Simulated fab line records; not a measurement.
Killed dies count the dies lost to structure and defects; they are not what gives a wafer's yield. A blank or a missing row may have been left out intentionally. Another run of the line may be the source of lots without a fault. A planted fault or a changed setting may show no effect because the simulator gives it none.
fab line records    flow n5_finfet
record: lots: 9  wafers: 27  last_day: 19
route steps=1938 shown SPACER0@259 SD_EPI_N@270 SD_ACTIVATION@332 BEOL_M4@1111 PASSIVATION@1936
lots untouched by any fault: they come from a run of this same line in which no faults occurred
start_h: hours from the record's opening day to when the first of the lot's shown wafers began    wait_h: hours elapsed since this lot's preceding step    " repeats the value in the row above    L1.1+2: a single row standing in for several wafers    - either no value or no given start    * or withheld: withheld    < > ~ a bound
route shown NAME@n: a module of which the file shows steps, and the number in the route of the first    usual: average and standard deviation across the fault-free wafers    same: alike in all rows    chamber/n: place in a boat    sites: the reading at each site    _std_site: how widely they spread, as a standard deviation    _edge_site: outer sites' mean less inner sites'    radius_mm: for every site, how far away it sits from the centre of the wafer    mask NAME#n: copy n    behind: the tool/chamber that last shaped the wafer    hold: cause of the lot's hold/its duration in hours/its outcome    device: names the non-switching transistor (n, p or np)    end of line: at the end of the route, the tests of the same wafers    where a step has no rows: the recipe by itself    killed: at the first sort, the dies lost to defects and structure; wafer yield is something else    map: a wafer's dies, x killed, . not, _ none there
set.NAME: the run value of the setting; set.NAME@STEP: its run value at that earlier step    model.NAME: the simulator's own value behind a step, which no gauge read
route steps across a sampled set of lots; one table per step, one row per wafer
services: from which hour (start_h, from the record's first day; less than 0 if before it) a tool's chamber was out of use, for how many hours, and why
== steps ==
step: N5_SPACER0_ALD_00
recipe: material: SiOCN  target_thk_a: 35  temp_c: 400  ald_precursor_family: alkyl-aminosilane  ald_co_reactant: O2/N2-plasma  pulse_time_s: 3  purge_time_s: 2  co_reactant_purge_time_s: 2  ald_cycles: 58  pressure_torr: 2
usual: heater_power_w: 832/87  precursor_pulse_height_rel: 1.000/0.02  susceptor_temp_C: 400.02/0.23
same: co_reactant_purge_time_s: 2  pulse_time_s: 3
lot.wafer  tool        chamber  start_h  wait_h  heater_power_w  precursor_pulse_height_rel  susceptor_temp_C
L242.2     ald_sin-02  1        56.26    0.1     890             0.984                       399.91
L242.3     "           0        "        "       928             0.995                       399.77
L242.6     "           2        "        "       1096            0.991                       400.04
L244.2     ald_sin-01  2        66.76    0.2     732             0.998                       400.30
L244.5     "           2        "        "       738             0.988                       400.10
L244.6     "           3        "        "       834             0.991                       400.05
L250.3     ald_sin-02  2        102.16   0.1     1062            0.993                       399.89
L250.4     "           3        "        "       852             1.005                       400.28
L250.5     "           1        "        "       826             1.027                       400.17
L251.2     ald_sin-01  0        107.58   0.1     757             1.007                       400.07
L251.4     "           1        "        "       917             1.034                       399.99
L251.5     "           0        "        "       766             0.974                       399.94
L252.2     ald_sin-01  3        113.10   0.1     842             1.014                       400.17
L252.3     "           2        "        "       729             1.002                       400.37
L252.4     "           1        "        "       914             1.020                       399.73
L260.3     ald_sin-01  1        163.03   0.1     913             1.017                       399.82
L260.4     "           3        "        "       850             1.001                       399.97
L260.5     "           1        "        "       886             1.009                       399.71
L261.1     ald_sin-02  2        173.03   0.1     1080            0.971                       399.79
L261.2     "           1        "        "       862             1.009                       400.04
L261.3     "           3        "        "       843             1.009                       399.73
L262.4     ald_sin-02  2        177.72   0.1     1092            0.993                       399.65
L262.5     "           1        "        "       857             1.015                       400.17
L262.6     "           0        "        "       864             0.974                       399.82
L264.1     ald_sin-03  0        184.82   0.1     709             0.996                       400.06
L264.2     "           2        "        "       792             1.013                       399.92
L264.5     "           2        "        "       801             0.935                       400.11
step: N5_SD_EPI_N_CD_MEAS_09
recipe: target_cd_nm: 120  landing_energy_ev: 500  detector: se_inlens
usual: cd_nm: 120.0/0.51
lot.wafer  tool       chamber  start_h  wait_h  cd_nm
L242.2     cd_sem-02  0        57.07    -       120.3
L242.3     "          0        "        "       119.6
L242.6     "          0        "        "       119.5
L244.2     cd_sem-01  0        67.58    -       120.8
L244.5     "          0        "        "       120.4
L244.6     "          0        "        "       120.3
L250.3     cd_sem-01  0        102.97   -       120.8
L250.4     "          0        "        "       120.3
L250.5     "          0        "        "       120.6
L251.2     cd_sem-01  0        108.27   -       119.6
L251.4     "          0        "        "       120.2
L251.5     "          0        "        "       120.6
L252.2     cd_sem-03  0        113.91   -       120.3
L252.3     "          0        "        "       120.3
L252.4     "          0        "        "       119.8
L260.3     cd_sem-02  0        163.72   -       119.5
L260.4     "          0        "        "       119.1
L260.5     "          0        "        "       119.4
L261.1     cd_sem-02  0        173.84   -       120.6
L261.2     "          0        "        "       120.6
L261.3     "          0        "        "       120.4
L262.4     cd_sem-01  0        178.41   -       121.0
L262.5     "          0        "        "       121.0
L262.6     "          0        "        "       120.7
L264.1     cd_sem-01  0        185.63   -       120.1
L264.2     "          0        "        "       120.3
L264.5     "          0        "        "       120.5
step: N5_SD_EPI_N_SD_RECESS_17
recipe: chemistry: HBr/Cl2/O2  target_depth_a: 410  mask_material: SOC  time_s: 23.7  bt_time_s: 3  pressure_mtorr: 10  icp_w: 800  bias_w: 112  HBr_flow_sccm: 150  Cl2_flow_sccm: 80  O2_flow_sccm: 12
usual: bias_w: 112.1/0.33  drypump_motor_current_A: 6.0/0.31  mfc_cl2_sccm: 80.01/0.24  oes_product_au: 1.006/0.014  throttle_valve_pct: 37.05/0.22
lot.wafer  tool       chamber  start_h  wait_h  bias_w  drypump_motor_current_A  mfc_cl2_sccm  oes_product_au  rf_hours_counter_h  throttle_valve_pct
L242.2     rie_si-02  0        57.85    0.0     111.7   5.9                      80.04         1.012           87                  37.25
L242.3     "          2        "        "       112.4   6.0                      80.04         0.999           5                   37.28
L242.6     "          2        "        "       112.3   6.0                      80.19         0.994           -                   37.26
L244.2     rie_si-04  2        68.35    0.0     112.1   6.1                      80.63         1.016           109                 37.09
L244.5     "          0        "        "       112.1   5.8                      79.92         0.989           -                   37.01
L244.6     "          1        "        "       112.3   6.3                      79.89         0.999           -                   36.81
L250.3     rie_si-02  1        103.75   0.0     111.9   5.9                      80.18         0.986           5                   36.89
L250.4     "          2        "        "       111.9   5.9                      79.83         0.990           6                   37.28
L250.5     "          0        "        "       111.7   5.9                      79.73         1.019           -                   37.26
L251.2     rie_si-04  3        109.04   0.0     112.6   5.9                      79.97         0.994           24                  37.15
L251.4     "          2        "        "       111.9   6.1                      79.82         1.015           109                 37.11
L251.5     "          2        "        "       111.9   6.1                      80.11         1.029           -                   37.10
L252.2     rie_si-05  1        114.68   0.0     111.9   5.5                      80.16         1.022           60                  36.71
L252.3     "          0        "        "       112.1   6.6                      79.91         1.018           72                  37.00
L252.4     "          2        "        "       112.3   6.5                      80.04         1.021           12                  37.27
L260.3     rie_si-04  3        164.49   0.0     111.9   5.9                      79.43         0.992           25                  37.18
L260.4     "          2        "        "       111.9   6.1                      80.28         1.018           111                 37.11
L260.5     "          0        "        "       112.1   5.8                      79.87         0.987           -                   37.02
L261.1     rie_si-05  0        174.62   0.0     112.3   6.6                      79.96         1.018           73                  37.01
L261.2     "          2        "        "       111.1   6.5                      80.15         1.011           13                  37.26
L261.3     "          1        "        "       112.4   5.5                      80.22         1.025           61                  36.70
L262.4     rie_si-05  1        179.95   0.0     112.0   5.5                      80.31         1.018           61                  36.69
L262.5     "          0        "        "       111.7   6.6                      80.08         1.015           -                   37.02
L262.6     "          3        "        "       112.4   5.5                      80.24         1.023           -                   36.70
L264.1     rie_si-04  1        186.41   0.0     112.2   6.3                      80.05         1.005           97                  36.79
L264.2     "          0        "        "       112.6   5.9                      80.17         0.986           9                   37.03
L264.5     "          1        "        "       112.2   6.3                      80.02         1.004           -                   36.83
step: N5_SD_EPI_N_EPI_21
recipe: material: Si:P  dopant: P  temp_c: 680  pressure_torr: 255  time_s: 690
usual: susceptor_temp_C: 680.02/0.27  susceptor_temp_C_max: 681.5/0.46
lot.wafer  tool          chamber  start_h  wait_h  susceptor_temp_C  susceptor_temp_C_max
L242.2     epi_rpcvd-01  0        59.19    0.4     679.65            680.7
L242.3     "             0        "        "       679.94            681.4
L242.6     "             0        "        "       679.70            681.0
L244.2     epi_rpcvd-01  0        69.89    0.5     680.22            681.4
L244.5     "             0        71.01    1.5     680.35            681.7
L244.6     "             0        "        "       679.67            680.9
L250.3     epi_rpcvd-01  0        105.29   0.7     680.10            681.1
L250.4     "             0        "        "       680.05            681.1
L250.5     "             0        "        "       680.27            681.4
L251.2     epi_rpcvd-01  0        110.72   0.7     675.61            677.2
L251.4     "             0        "        "       675.47            676.7
L251.5     "             0        "        "       675.44            676.6
L252.2     epi_rpcvd-01  0        116.24   0.5     674.78            676.1
L252.3     "             0        "        "       674.86            675.8
L252.4     "             0        "        "       675.00            676.2
L260.3     epi_rpcvd-04  0        166.04   0.7     680.00            681.4
L260.4     "             0        "        "       680.20            681.6
L260.5     "             0        "        "       679.71            681.2
L261.1     epi_rpcvd-03  0        176.46   0.2     679.98            682.3
L261.2     "             0        "        "       680.20            682.2
L261.3     "             0        "        "       679.65            681.6
L262.4     epi_rpcvd-03  0        182.85   1.6     679.94            682.0
L262.5     "             0        "        "       679.67            681.5
L262.6     "             0        "        "       680.13            683.0
L264.1     epi_rpcvd-03  0        187.57   0.2     679.70            681.4
L264.2     "             0        "        "       679.97            681.8
L264.5     "             0        189.07   1.5     679.68            681.8
step: N5_SD_EPI_N_EPI_MEAS_23
recipe: mode: xrd
usual: thk_nm: 59.2/1.3
lot.wafer  tool           chamber  start_h  wait_h  thk_nm
L242.2     film_metro-02  -        60.63    1.2     61.5
L242.3     "              -        "        "       60.6
L242.6     "              -        "        "       56.4
L244.2     film_metro-02  -        71.80    1.5     58.1
L244.5     "              -        "        "       57.7
L244.6     "              -        "        "       61.0
L250.3     film_metro-01  -        106.45   0.9     59.0
L250.4     "              -        "        "       58.8
L250.5     "              -        "        "       58.9
L251.2     film_metro-02  -        113.24   2.0     54.5
L251.4     "              -        "        "       54.3
L251.5     "              -        "        "       54.7
L252.2     film_metro-02  -        118.15   1.5     55.5
L252.3     "              -        "        "       53.9
L252.4     "              -        "        "       53.8
L260.3     film_metro-01  -        167.20   0.9     61.2
L260.4     "              -        "        "       58.0
L260.5     "              -        "        "       60.3
L261.1     film_metro-02  -        178.74   1.9     59.2
L261.2     "              -        "        "       59.8
L261.3     "              -        "        "       58.5
L262.4     film_metro-01  -        184.38   1.0     59.1
L262.5     "              -        "        "       59.8
L262.6     "              -        "        "       60.1
L264.1     film_metro-01  -        189.85   1.9     58.7
L264.2     "              -        "        "       58.9
L264.5     "              -        "        "       59.8
step: N5_SD_ACTIVATION_RS_MEAS_03
recipe: thk_meas_gauge: four-point-probe
usual: RS_SD_N: 21.8/0.31  RS_SD_P: 56.1/0.83
lot.wafer  tool           chamber  start_h  wait_h  RS_SD_N[ohm/sq]  RS_SD_P[ohm/sq]
L242.2     film_metro-02  -        66.49    0.2     21.9             55.6
L242.3     "              -        "        "       21.4             55.2
L242.6     "              -        "        "       21.8             55.0
L244.2     film_metro-01  -        77.98    0.2     21.8             56.9
L244.5     "              -        "        "       21.5             57.6
L244.6     "              -        "        "       21.4             56.8
L250.3     film_metro-01  -        111.97   0.2     21.7             57.6
L250.4     "              -        "        "       21.9             57.7
L250.5     "              -        "        "       21.9             57.2
L251.2     film_metro-02  -        118.62   0.2     23.4             56.5
L251.4     "              -        "        "       23.5             56.2
L251.5     "              -        "        "       23.8             55.6
L252.2     film_metro-02  -        124.39   0.2     23.2             56.0
L252.3     "              -        "        "       23.5             56.3
L252.4     "              -        "        "       23.3             55.4
L260.3     film_metro-02  -        172.59   0.2     21.5             55.0
L260.4     "              -        "        "       22.0             55.8
L260.5     "              -        "        "       21.8             55.7
L261.1     film_metro-02  -        184.07   0.2     22.1             55.5
L261.2     "              -        "        "       21.8             55.1
L261.3     "              -        "        "       21.9             55.4
L262.4     film_metro-01  -        190.16   0.1     21.7             56.3
L262.5     "              -        "        "       21.4             55.7
L262.6     "              -        "        "       21.7             57.0
L264.1     film_metro-02  -        203.17   0.2     21.9             57.2
L264.2     "              -        "        "       21.8             56.8
L264.5     "              -        "        "       21.9             57.5
step: N5_BEOL_M4_RC_MEAS_101
usual: DIBL_N: 36.6/1.3  DIBL_P: 36.4/1.4  IOFF_N: 0.167/0.023  IOFF_P: 0.219/0.029  ION_N: 678/8.7  ION_P: 464/6.4  RS_SD_N: 28.3/0.41  SS_N: 71.5/0.53  SS_P: 73.4/0.57  VT_N: 248.5/2.8  VT_P: -249/3.1
lot.wafer  tool       chamber  start_h  wait_h  DIBL_N[mV/V]  DIBL_P[mV/V]  IOFF_N[nA/um]  IOFF_P[nA/um]  ION_N[uA/um]  ION_P[uA/um]  RS_SD_N[ohm/sq]  SS_N[mV/dec]  SS_P[mV/dec]  VT_N[mV]  VT_P[mV]
L244.2     prober-02  0        193.25   0.2     35.6          34.5          0.152          0.219          676           470           28.1             71.3          73.5          247.8     -246
L244.5     "          0        "        "       37.3          36.0          0.181          0.244          685           472           27.9             71.9          73.3          246.9     -247
L244.6     "          0        "        "       36.9          36.0          0.180          0.244          679           468           28.0             71.7          73.9          249.0     -245
L242.2     prober-01  0        198.35   0.2     39.7          38.0          0.211          0.267          692           469           28.1             72.4          74.2          244.7     -246
L242.3     "          0        "        "       37.9          35.7          0.180          0.226          686           469           28.0             71.0          73.1          245.5     -248
L242.6     "          0        "        "       37.8          35.3          0.174          0.220          674           463           28.2             71.6          72.9          247.3     -249
L252.2     prober-01  0        254.85   0.2     35.2          36.0          0.157          0.243          672           467           30.1             71.4          73.4          252.9     -242
L252.3     "          0        "        "       34.4          34.6          0.154          0.216          675           468           30.2             71.1          72.9          248.8     -246
L252.4     "          0        "        "       34.8          35.8          0.158          0.238          678           472           29.8             71.1          73.4          250.1     -247
L251.2     prober-01  0        283.34   0.2     35.2          34.7          0.144          0.182          671           460           30.6             71.2          72.9          251.2     -253
L251.4     "          0        "        "       36.9          36.5          0.170          0.208          666           458           30.0             71.7          73.3          248.0     -249
L251.5     "          0        "        "       35.0          34.2          0.131          0.178          661           461           30.3             70.8          72.7          249.6     -251
L250.3     prober-01  0        300.31   0.3     35.0          35.7          0.166          0.218          672           460           28.4             71.2          72.8          247.8     -251
L250.4     "          0        "        "       37.5          38.7          0.216          0.273          671           466           28.5             71.8          73.4          248.1     -248
L250.5     "          0        "        "       36.5          37.6          0.195          0.262          671           469           28.2             71.5          74.1          247.5     -249
L260.3     prober-01  0        330.29   0.3     36.4          36.8          0.165          0.212          667           458           28.0             71.5          73.0          246.2     -250
L260.4     "          0        "        "       37.5          38.0          0.173          0.237          670           463           28.6             71.5          73.5          247.3     -248
L260.5     "          0        "        "       37.3          37.8          0.172          0.228          668           461           28.2             71.3          73.2          247.1     -251
L261.1     prober-01  0        334.52   0.0     39.3          37.6          0.193          0.207          689           461           28.6             71.7          74.3          245.8     -252
L261.2     "          0        "        "       37.9          37.0          0.165          0.200          679           466           28.5             71.7          73.7          249.2     -253
L261.3     "          0        "        "       37.2          36.2          0.149          0.180          672           456           28.8             71.6          73.5          252.1     -255
L264.1     prober-02  0        351.41   0.0     36.2          37.2          0.160          0.197          679           461           28.0             71.8          72.2          248.6     -252
L264.2     "          0        "        "       36.1          36.6          0.153          0.182          676           457           28.3             71.3          72.6          251.2     -250
L264.5     "          0        "        "       35.8          36.3          0.151          0.179          679           460           28.4             70.9          72.6          250.6     -252
L262.4     prober-01  0        351.61   0.5     37.1          39.1          0.171          0.247          674           463           27.8             72.1          73.3          249.8     -248
L262.5     "          0        "        "       37.7          38.4          0.176          0.233          675           465           27.9             72.4          73.7          250.0     -248
L262.6     "          0        "        "       36.9          38.3          0.168          0.222          678           466           28.2             71.7          73.8          252.3     -251
step: N5_PASSIVATION_PROBE_49
usual: defect_limited_yield: 91.6/1.6  killed_at_M0_to_M3: 32/9.7  killed_at_M4_up: 13/4.4  killed_at_contacts: 12/6.5  killed_at_front_end: 38/12  killed_at_other: 3.7/3  killed_dies: 99/18  killed_open: 66/14  killed_short: 32/7.5  sort_bin_5_function: 4.9/1  sort_bin_6_memory: 3.2/0.73  sort_n_pass: 1081/18  sort_yield_pct: 91.6/1.6
same: gross_dies: 1180  killed_at_back_side: 0  sort_bin_4_leakage[%]: 0  sort_bin_8_speed[%]: 0
lot.wafer  tool       chamber  start_h  wait_h  defect_limited_yield[%]  killed_at_M0_to_M3  killed_at_M4_up  killed_at_contacts  killed_at_front_end  killed_at_other  killed_dies  killed_open  killed_short  sort_bin_5_function[%]  sort_bin_6_memory[%]  sort_n_pass  sort_yield_pct[%]
L244.2     prober-02  -        299.79   0.1     92.4                     26                  10               19                  31                   4                90           58           32            4.8                     2.6                   1090         92.4
L244.5     prober-02  -        299.94   0.2     91.9                     26                  9                24                  30                   6                95           66           29            4.7                     3.0                   1085         91.9
L244.6     prober-02  -        299.99   0.3     91.4                     26                  7                12                  52                   4                101          64           35            4.7                     3.6                   1079         91.4
L242.2     prober-02  -        309.37   0.1     94.3                     16                  10               13                  26                   2                67           39           26            2.3                     3.1                   1113         94.3
L242.3     prober-02  -        309.42   0.1     92.0                     12                  21               13                  42                   6                94           59           34            5.0                     2.7                   1086         92.0
L242.6     prober-02  -        309.57   0.3     90.3                     28                  10               7                   65                   5                115          75           40            5.1                     4.4                   1065         90.3
L250.3     prober-02  -        408.41   0.1     93.6                     31                  16               2                   25                   2                76           53           21            4.2                     1.9                   1104         93.6
L250.4     prober-02  -        408.46   0.2     91.9                     24                  16               16                  27                   12               95           65           28            4.7                     3.1                   1085         91.9
L250.5     prober-02  -        408.51   0.2     94.7                     20                  11               7                   19                   6                63           37           23            3.6                     1.8                   1117         94.7
killed by level:class
L244.2 FIN_SAQP:geometric_particle:open=11 MOL_CONTACT_COAG:geometric_particle:open=11 MOL_CONTACT_COAG:geometric_particle:short=8 BEOL_M0:geometric_particle:open=5 BEOL_M3:geometric_particle:open=5 STI_FIN_REVEAL:geometric_particle:open=4 GATE_CUT:geometric_particle:open=4 GATE_CUT:geometric_particle:short=4
L244.5 MOL_CONTACT_COAG:geometric_particle:open=15 DUMMY_GATE:geometric_particle:open=9 MOL_CONTACT_COAG:geometric_particle:short=9 BEOL_M0_SAQP:geometric_particle:open=6 BEOL_M2:geometric_particle:open=5 BEOL_M3:geometric_particle:open=5 FIN_SAQP:geometric_particle:open=4 BEOL_M0_SAQP:geometric_particle:short=4
L244.6 STI_FIN_REVEAL:geometric_particle:open=16 MOL_CONTACT_COAG:geometric_particle:open=12 GATE_CUT:geometric_particle:short=9 BEOL_M2:geometric_particle:short=7 BEOL_M3:geometric_particle:open=7 DUMMY_GATE:geometric_particle:open=5 BEOL_M0:geometric_particle:open=5 STI_FIN_REVEAL:geometric_particle:short=4
L242.2 MOL_CONTACT_COAG:geometric_particle:open=10 BEOL_M4:geometric_particle:open=8 GATE_CUT:geometric_particle:short=6 BEOL_M0_SAQP:geometric_particle:open=6 BEOL_M0_SAQP:geometric_particle:short=4 STARTING-WAFER:geometric_particle:short=4 ILD0:geometric_particle:open=3 GATE_CUT:geometric_particle:open=3
L242.3 BEOL_M4:geometric_particle:open=12 FIN_SAQP:geometric_particle:open=11 FIN_SAQP:geometric_particle:short=9 MOL_CONTACT_COAG:geometric_particle:open=8 GATE_CUT:geometric_particle:short=7 STI_FIN_REVEAL:geometric_particle:open=6 MOL_CONTACT_COAG:geometric_particle:short=4 BEOL_M0_SAQP:geometric_particle:short=3
L242.6 FIN_SAQP:geometric_particle:open=18 FIN_SAQP:geometric_particle:short=12 STI_FIN_REVEAL:geometric_particle:open=12 BEOL_M3:geometric_particle:open=7 BEOL_M0_SAQP:geometric_particle:short=7 BEOL_M4:geometric_particle:open=7 DUMMY_GATE:geometric_particle:open=6 BEOL_M0_SAQP:geometric_particle:open=5
L250.3 BEOL_M3:geometric_particle:open=13 BEOL_M1:geometric_particle:open=6 BEOL_M4:geometric_particle:open=5 GATE_CUT:geometric_particle:open=4 BEOL_M3:geometric_particle:short=4 FIN_SAQP:geometric_particle:short=3 FIN_SAQP:geometric_particle:open=3 DUMMY_GATE:geometric_particle:open=3
L250.4 MOL_CONTACT_COAG:geometric_particle:open=12 BEOL_M3:geometric_particle:open=10 DUMMY_GATE:geometric_particle:open=5 MIM_TOP_ETCH:geometric_particle:open=5 BEOL_M1:geometric_particle:open=5 PASS1_CAP:geometric_particle:short=5 BEOL_M3:geometric_particle:short=4 BEOL_M5:geometric_particle:open=4
L250.5 BEOL_M2:geometric_particle:open=8 STI_FIN_REVEAL:geometric_particle:open=4 MOL_CONTACT_COAG:geometric_particle:open=4 BEOL_M4:geometric_particle:open=4 STARTING-WAFER:geometric_particle:short=4 MOL_CONTACT_COAG:geometric_particle:short=3 BEOL_M0_SAQP:geometric_particle:short=3 MIM_TOP_ETCH:geometric_particle:open=3
== services ==
tool          chamber  start_h  hours  kind
epi_rpcvd-03  -        33.20    6.0    pm
ald_sin-01    0        39.96    2.2    repair
ald_sin-01    3        42.94    1.6    repair
ald_sin-01    0        56.88    8.5    repair
rie_si-02     3        57.00    9.9    repair
ald_sin-02    -        68.15    0.8    repair
ald_sin-02    -        85.54    14.0   pm
ald_sin-02    0        85.54    14.0   vent_cycle
ald_sin-02    1        85.54    14.0   vent_cycle
ald_sin-02    2        85.54    14.0   vent_cycle
ald_sin-02    3        85.54    14.0   vent_cycle
ald_sin-02    0        99.54    -      clean
ald_sin-02    1        99.54    -      clean
ald_sin-02    2        99.54    -      clean
ald_sin-02    3        99.54    -      clean
epi_rpcvd-03  -        100.86   2.8    pm
epi_rpcvd-01  -        106.64   2.8    pm
epi_rpcvd-04  -        116.76   7.7    repair
ald_sin-02    1        121.26   3.1    repair
rie_si-02     -        142.08   2.8    pm
ald_sin-02    1        154.93   13.9   repair
epi_rpcvd-01  -        161.15   14.6   pm
epi_rpcvd-04  -        175.04   2.7    repair
ald_sin-02    3        182.80   13.9   repair
== key ==
first_sign: step: N5_SD_EPI_N_EPI_21  reading: susceptor_temp_C  direction: down  sigmas: 18  usual: *  struck: *
effect: step: N5_SD_EPI_N_EPI_21  reading: susceptor_temp_C_max  direction: down  sigmas: 11  usual: *  struck: *
effect: step: N5_SD_EPI_N_EPI_MEAS_23  reading: thk_nm  direction: down  sigmas: 3.7  usual: *  struck: *
effect: step: N5_SD_ACTIVATION_RS_MEAS_03  reading: RS_SD_N  direction: up  sigmas: 5.2  usual: 21.8  struck: 23.5
effect: step: N5_BEOL_M4_RC_MEAS_101  reading: RS_SD_N  direction: up  sigmas: 4.7  usual: 28.3  struck: 30.2
met_at N5_SD_EPI_N_EPI_21
struck_lots L251,L252
not_acting_at N5_SPACER0_ALD_00,N5_SD_EPI_N_CD_MEAS_09,N5_SD_EPI_N_SD_RECESS_17
fault: kind: process_parameter_drift  tool: epi_rpcvd-01  chamber: -  onset_h: 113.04  steps: N5_SD_EPI_N_EPI_21  channel: temp_c  offset: *  shape: step  end_h: 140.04  acts_in: *  stated: *
